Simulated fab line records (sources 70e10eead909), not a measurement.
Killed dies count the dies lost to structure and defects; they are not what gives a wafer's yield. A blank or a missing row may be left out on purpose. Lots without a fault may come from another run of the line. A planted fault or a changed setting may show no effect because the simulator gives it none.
A single fault, viewed from 2 desks + flow nand-harc + numbers are kept per desk, each desk with only its own; the story behind them comes last

## THE DEFECT DESK
Inspection counts along the route, by lot: the mean over sampled wafers that carry a number. If a lot's mean is further than 4 standard deviations from the usual mean, the lot is out of limits and carries the mark OUT (the distance appears in the brackets).
Columns: A = raw-defect-count at NHARC_P_GATE_INSPECT_68, usual 212
| lot  | first seen here | A   |
|------|-----------------|-----|
| L515 | day 5 04:10     | 238 |
| L516 | day 5 19:52     | 379 |
| L518 | day 5 21:59     | 196 |
| L517 | day 5 22:19     | 138 |
| L520 | day 6 11:06     | 282 |
| L522 | day 7 06:13     | 425 |
| L526 | day 8 22:31     | 189 |
| L528 | day 8 23:36     | 302 |
| L527 | day 9 00:29     | 233 |
| L531 | day 9 16:28     | 269 |
| L533 | day 9 21:32     | 268 |
| L536 | day 10 11:43    | 158 |
| L537 | day 10 21:17    | 212 |
This desk found nothing out of limits on any of the 13 lots.

## AT THE TOOL OWNER'S DESK: wet-bench-01
The tool's own readings at NHARC_P_GATE_STRIP_96 (strips in SPM, time 900 s): means of the sampled wafers that have a number, for each lot that ran on this tool. If a lot's mean is further than 4 standard deviations from the usual mean, the lot is out of limits and carries the mark OUT (the distance appears in the brackets).
Columns: A = bath-heat-duty-pct at NHARC_P_GATE_STRIP_96, usual 15.1 %
| lot  | first seen here | A    |
|------|-----------------|------|
| L518 | day 5 20:11     | 14.1 |
| L520 | day 6 09:29     | 17.7 |
| L522 | day 7 04:35     | 16.9 |
This desk found nothing out of limits on any of the 3 lots.

## TAKEN TOGETHER
The defect desk saw nothing out of limits.
The tool owner's desk saw nothing out of limits.

## WHAT THE SIMULATOR PUT IN
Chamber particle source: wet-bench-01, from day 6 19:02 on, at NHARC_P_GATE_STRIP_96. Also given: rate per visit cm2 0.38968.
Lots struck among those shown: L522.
